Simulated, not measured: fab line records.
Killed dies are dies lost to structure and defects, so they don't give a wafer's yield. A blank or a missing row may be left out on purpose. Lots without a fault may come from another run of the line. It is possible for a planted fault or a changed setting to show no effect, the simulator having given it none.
Matching of chambers || flow n5 finfet || N5_BEOL_M0_SAQP_HM_OPEN_112 on rie diel-04 has 4 sister chambers
The step chemistry CHF3/O2, target SiO2, stops on a-Si, target depth 12 nm, time 13.5 s. 4 wafers are shown with their chamber, then 12 later ones without.

## EACH WAFER AND ITS CHAMBER
{"wafer": "L087.1", "chamber": 1, "showerhead plenum p Torr (Torr)": 2.48}
{"wafer": "L087.2", "chamber": 2, "showerhead plenum p Torr (Torr)": 2.41}
{"wafer": "L087.5", "chamber": 0, "showerhead plenum p Torr (Torr)": 2.30}
{"wafer": "L087.6", "chamber": 3, "showerhead plenum p Torr (Torr)": 2.55}

## WAFERS WHOSE CHAMBER IS MISSING
{"wafer": "L094.1", "showerhead plenum p Torr (Torr)": 2.30}
{"wafer": "L094.5", "showerhead plenum p Torr (Torr)": 2.40}
{"wafer": "L094.6", "showerhead plenum p Torr (Torr)": 2.55}
{"wafer": "L095.1", "showerhead plenum p Torr (Torr)": 2.40}
{"wafer": "L095.2", "showerhead plenum p Torr (Torr)": 2.29}
{"wafer": "L095.3", "showerhead plenum p Torr (Torr)": 2.55}
{"wafer": "L095.4", "showerhead plenum p Torr (Torr)": 2.29}
{"wafer": "L095.5", "showerhead plenum p Torr (Torr)": 2.55}
{"wafer": "L095.6", "showerhead plenum p Torr (Torr)": 2.40}
{"wafer": "L097.2", "showerhead plenum p Torr (Torr)": 2.29}
{"wafer": "L097.3", "showerhead plenum p Torr (Torr)": 2.55}
{"wafer": "L097.5", "showerhead plenum p Torr (Torr)": 2.55}

## EACH ONE'S CHAMBER
{"wafer": "L094.1", "from the rows above": 0, "in truth": 0}
{"wafer": "L094.5", "from the rows above": 2, "in truth": 2}
{"wafer": "L094.6", "from the rows above": 3, "in truth": 3}
{"wafer": "L095.1", "from the rows above": 2, "in truth": 2}
{"wafer": "L095.2", "from the rows above": 0, "in truth": 0}
{"wafer": "L095.3", "from the rows above": 3, "in truth": 3}
{"wafer": "L095.4", "from the rows above": 0, "in truth": 0}
{"wafer": "L095.5", "from the rows above": 3, "in truth": 3}
{"wafer": "L095.6", "from the rows above": 2, "in truth": 2}
{"wafer": "L097.2", "from the rows above": 0, "in truth": 0}
{"wafer": "L097.3", "from the rows above": 3, "in truth": 3}
{"wafer": "L097.5", "from the rows above": 3, "in truth": 3}
12 of 12 placed correctly. Can't be placed from these rows: 0. Number placed wrongly: 0.
How it was worked out, from the rows above alone: a wafer's distance from a chamber is the root of the sum, over the readings, of the square of ((its reading less the chamber's mean) divided by the reading's scatter). If the next closest chamber is less than 2 further off than the closest, the wafer can't be placed; otherwise it belongs to the closest. A chamber's mean is the mean of its shown wafers. The scatter (one wafer shown for each chamber): square how far every hidden wafer sits from the nearest shown wafer, average those squares and take the square root.
